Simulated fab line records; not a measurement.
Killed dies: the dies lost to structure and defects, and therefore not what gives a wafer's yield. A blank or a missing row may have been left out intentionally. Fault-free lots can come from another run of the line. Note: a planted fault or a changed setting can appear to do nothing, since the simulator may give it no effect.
Chamber matching | flow n5Finfet | rieDiel-03 running N5_BEOL_M0_SAQP_DESCUM_19: 4 sister chambers
The step chemistry O2, time 7.9 s. 14 wafers are shown with their chamber, then 7 later ones without.

== WAFERS, EACH WITH ITS CHAMBER ==
wafer  | chamber | drypumpMotorCurrentA (A) | throttleValvePct (%) | oesProductAu (a.u.)
L550.1 | 3       | 5.9                      | 20.44                | 0.76
L550.2 | 1       | 5.6                      | 20.21                | 0.96
L550.6 | 3       | 5.9                      | 20.44                | 0.75
L553.2 | 0       | 5.5                      | 20.54                | 0.79
L553.3 | 3       | 5.9                      | 20.47                | 0.76
L553.4 | 1       | 5.6                      | 20.22                | 0.94
L557.2 | 3       | 5.9                      | 20.48                | 0.75
L557.3 | 0       | 5.5                      | 20.54                | 0.78
L557.4 | 2       | 6.4                      | 20.67                | 0.72
L564.2 | 0       | 5.5                      | 20.56                | 0.77
L564.3 | 3       | 5.9                      | 20.49                | 0.74
L564.6 | 0       | 5.5                      | 20.56                | 0.76
L567.3 | 3       | 5.9                      | 20.52                | 0.73
L567.4 | 2       | 6.3                      | 20.73                | 0.70

SIGNATURES (means of the wafers above)
reading              | chamber 0 | chamber 1 | chamber 2 | chamber 3 | scatter within a chamber
drypumpMotorCurrentA | 5.500     | 5.600     | 6.350     | 5.900     | 0.0224
throttleValvePct     | 20.5500   | 20.2150   | 20.7000   | 20.4733   | 0.0264
oesProductAu         | 0.7750    | 0.9500    | 0.7100    | 0.7483    | 0.0126
Rule: for a wafer and a chamber, the distance is found by dividing, reading by reading, the gap between the wafer's reading and the chamber's mean by the reading's scatter, squaring, summing and taking the root. If the next closest chamber is less than 2 further off than the closest, the wafer can't be placed; otherwise it belongs to the closest. The scatter is the square root of a quotient: the sum, over the shown wafers, of each reading's squared deviation from its chamber's mean, divided by wafers minus chambers.

== WAFERS MISSING THEIR CHAMBER ==
wafer  | drypumpMotorCurrentA (A) | throttleValvePct (%) | oesProductAu (a.u.)
L567.5 | 6.3                      | 20.71                | 0.70
L571.2 | 5.5                      | 20.57                | 0.75
L571.3 | 5.6                      | 20.27                | 0.89
L571.5 | 5.9                      | 20.53                | 0.72
L573.3 | 6.3                      | 20.74                | 0.69
L573.5 | 5.5                      | 20.59                | 0.75
L573.6 | 6.3                      | 20.72                | 0.70

== WHICH CHAMBER EACH ONE RAN IN ==
wafer  | from the rows above | in truth
L567.5 | 2                   | 2
L571.2 | 0                   | 0
L571.3 | 1                   | 1
L571.5 | 3                   | 3
L573.3 | 2                   | 2
L573.5 | 0                   | 0
L573.6 | 2                   | 2
Correct placement for 7 of the 7. Can't be placed from these rows: 0. Number placed wrongly: 0.
